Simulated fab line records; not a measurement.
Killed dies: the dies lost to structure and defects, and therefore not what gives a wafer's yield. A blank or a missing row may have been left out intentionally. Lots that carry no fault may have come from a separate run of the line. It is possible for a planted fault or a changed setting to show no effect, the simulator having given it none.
Which of the tools did it? -- flow n5-finfet -- 24 lots with 72 wafers sampled at 3 steps, on a route of 1938 steps

== WHAT THE GAUGES SHOWED, per wafer ==
N5_BEOL_M15_THK_MEAS_01. Usual: M15_ILD_THK typically reads 1634 nm, with standard deviation 21.
lot,measured,on,M15_ILD_THK (nm),flag
L074,day 11 08:36,film-metro-01,1645 1679 1642,
L075,day 12 03:46,film-metro-01,1606 1608 1643,
L076,day 12 06:18,film-metro-01,1630 1662 1655,
L078,day 12 09:58,film-metro-01,1611 1622 1657,
L077,day 12 10:00,film-metro-01,1635 1614 1642,
L081,day 13 21:33,film-metro-01,1641 1626 1652,
L080,day 13 21:57,film-metro-01,1592 1615 1610,
L082,day 14 00:54,film-metro-01,1635 1658 1633,
L083,day 14 22:13,film-metro-01,1607 1638 1641,
L084,day 14 13:30,film-metro-02,1598 1643 1651,
L079,day 15 04:14,film-metro-02,1614 1600 1648,
L085,day 15 18:55,film-metro-01,1608 1615 1650,
L087,day 15 21:26,film-metro-02,1628 1655 1650,
L086,day 16 01:03,film-metro-01,1615 1647 1643,
L088,day 16 07:35,film-metro-01,1648 1661 1662,
L089,day 16 16:09,film-metro-01,1603 1650 1607,
L090,day 16 16:58,film-metro-02,1641 1656 1660,
L093,day 16 19:17,film-metro-02,1614 1648 1645,
L091,day 16 19:54,film-metro-02,1634 1656 1640,
L096,day 17 20:50,film-metro-02,1614 1637 1641,
L092,day 18 01:49,film-metro-02,1623 1648 1659,
L094,day 18 02:13,film-metro-01,1631 1621 1628,
L095,day 18 05:05,film-metro-01,1605 1632 1613,
L097,day 18 05:08,film-metro-02,1632 1647 1670,

N5_BEOL_M15_CD_MEAS_28 targets a cd of 407.6 nm. Usual: cd-nm reads 407.1 nm (standard deviation 2.2).
lot,measured,on,cd-nm (nm),flag
L074,day 11 10:41,cd-sem-02,404.1 404.9 407.2,
L075,day 12 06:14,cd-sem-03,407.4 408.3 406.8,
L076,day 12 10:56,cd-sem-03,406.3 404.9 409.3,
L078,day 12 14:46,cd-sem-01,411.0 405.2 407.2,
L077,day 12 15:19,cd-sem-01,403.7 408.1 405.0,
L081,day 13 23:35,cd-sem-01,406.2 402.8 407.1,
L080,day 14 00:04,cd-sem-01,406.3 407.7 407.2,
L082,day 14 02:57,cd-sem-03,403.2 408.9 404.6,
L083,day 15 00:07,cd-sem-03,407.7 408.3 407.9,
L084,day 14 15:31,cd-sem-02,408.7 404.2 404.5,
L079,day 15 06:00,cd-sem-01,407.1 408.1 406.8,
L085,day 15 20:41,cd-sem-03,402.2 408.0 404.0,
L087,day 15 23:20,cd-sem-02,406.6 405.0 405.7,
L086,day 16 02:56,cd-sem-01,405.8 408.1 407.8,
L088,day 16 09:21,cd-sem-03,403.8 405.9 407.9,
L089,day 16 18:17,cd-sem-01,410.5 408.3 408.1,
L090,day 16 18:58,cd-sem-03,409.1 407.8 410.4,
L093,day 16 21:18,cd-sem-03,409.2 410.4 409.7,
L091,day 16 21:55,cd-sem-02,406.8 408.1 409.0,
L096,day 17 22:51,cd-sem-02,410.4 409.6 409.8,
L092,day 18 03:52,cd-sem-02,405.4 408.3 405.4,
L094,day 18 04:37,cd-sem-01,405.8 406.3 404.2,
L095,day 18 07:07,cd-sem-03,409.9 411.3 409.1,
L097,day 18 07:35,cd-sem-02,406.7 403.8 405.3,

== TOOL THAT RAN EACH LOT (tool first, then ch and the chambers of the sampled wafers, then the start) ==
lot,N5_BEOL_M14_STRIP_64
L074,"rie-diel-04 ch 0,2,3, day 11 08:36 or earlier"
L075,"rie-diel-01 ch 0,1,3, day 12 03:46 or earlier"
L076,"rie-diel-04 ch 0,3, day 12 06:18 or earlier"
L078,"rie-diel-02 ch 1,2, day 12 09:58 or earlier"
L077,"rie-diel-01 ch 0,1, day 12 10:00 or earlier"
L081,"rie-diel-01 ch 0,2, day 13 21:33 or earlier"
L080,"rie-diel-02 ch 1,2,3, day 13 21:57 or earlier"
L082,"rie-diel-02 ch 2,3, day 14 00:54 or earlier"
L083,"rie-diel-02 ch 0,1,3, day 14 22:13 or earlier"
L084,"rie-diel-01 ch 0,2,3, day 14 13:30 or earlier"
L079,"rie-diel-01 ch 1,2,3, day 15 04:14 or earlier"
L085,"rie-diel-02 ch 0,1,2, day 15 18:55 or earlier"
L087,"rie-diel-02 ch 0,1,3, day 15 21:26 or earlier"
L086,"rie-diel-04 ch 1,2,3, day 16 01:03 or earlier"
L088,"rie-diel-01 ch 0,1,2, day 16 07:35 or earlier"
L089,"rie-diel-01 ch 2,3, day 16 16:09 or earlier"
L090,"rie-diel-01 ch 1,3, day 16 16:58 or earlier"
L093,"rie-diel-02 ch 1,3, day 16 19:17 or earlier"
L091,"rie-diel-01 ch 0,1,3, day 16 19:54 or earlier"
L096,"rie-diel-02 ch 0,1, day 17 20:50 or earlier"
L092,"rie-diel-02 ch 0,1,3, day 18 01:49 or earlier"
L094,"rie-diel-01 ch 0,1,2, day 18 02:13 or earlier"
L095,"rie-diel-01 ch 2,3, day 18 05:05 or earlier"
L097,"rie-diel-01 ch 1,2,3, day 18 05:08 or earlier"
- N5_BEOL_M14_STRIP_64: strips in O2.

== AS READ BY THE TOOLS THEMSELVES (means over the sampled wafers that have a number; for cases with no such wafer, the mark the record gives instead) ==
N5_BEOL_M14_STRIP_64. Usual: drypump-motor-current-A 5.7 A, standard deviation 0.45; oes-product-au 0.77 a.u., standard deviation 0.061; rf-vpp-V 3.7 V, standard deviation 0.46; showerhead-plenum-p-Torr 2.08 Torr, standard deviation 0.087; throttle-valve-pct 16.69 %, standard deviation 0.11.
lot,tool,drypump-motor-current-A (A),oes-product-au (a.u.),rf-vpp-V (V),showerhead-plenum-p-Torr (Torr),throttle-valve-pct (%),flag
L074,rie-diel-04,5.4,0.83,3.5,2.09,16.52,
L075,rie-diel-01,5.8,0.80,3.3,2.10,16.67,
L076,rie-diel-04,5.7,0.82,3.5,2.09,16.60,
L078,rie-diel-02,5.8,0.80,3.8,2.01,16.70,
L077,rie-diel-01,5.8,0.82,4.0,2.10,16.66,
L081,rie-diel-01,6.1,0.77,4.0,2.05,16.71,
L080,rie-diel-02,5.9,0.76,3.7,2.06,16.65,
L082,rie-diel-02,5.8,0.80,4.0,2.07,16.63,
L083,rie-diel-02,5.8,0.71,3.6,2.07,16.68,
L084,rie-diel-01,6.0,0.75,3.3,2.04,16.72,
L079,rie-diel-01,5.6,0.77,4.0,2.12,16.73,
L085,rie-diel-02,5.7,0.73,4.0,2.01,16.77,
L087,rie-diel-02,5.7,0.70,4.0,2.07,16.70,
L086,rie-diel-04,5.2,0.77,3.8,2.07,16.65,
L088,rie-diel-01,5.6,0.77,3.4,2.11,16.75,
L089,rie-diel-01,6.0,0.72,3.6,2.04,16.75,
L090,rie-diel-01,5.4,0.79,4.0,2.16,16.73,
L093,rie-diel-02,6.1,0.70,3.6,2.04,16.71,
L091,rie-diel-01,5.8,0.77,3.6,2.08,16.73,
L096,rie-diel-02,5.5,0.86,3.1,2.02,16.56,
L092,rie-diel-02,5.7,0.78,3.2,2.06,16.60,
L094,rie-diel-01,5.6,0.76,3.7,2.11,16.77,
L095,rie-diel-01,5.8,0.72,4.0,2.06,16.79,
L097,rie-diel-01,5.6,0.75,4.0,2.11,16.78,

== THE ANSWER, worked out from the rows above alone ==
Rule: lot off if the mean of its wafers having a number is beyond 3 standard deviations from the usual mean. Also off: a lot with no number at a reading for which 4 or more lots have one. The other lots that the step has rows for count as sound. First the gauges in route order, then the tools' own readings, where a lot's mean is used as printed above. At the first step where some lot is off, the reading lying furthest off is the one used; lots without a number count as furthest.
Across all readings shown, no lot is off: no conclusion can be drawn from this.

== WHAT THE SIMULATOR PUT IN ==
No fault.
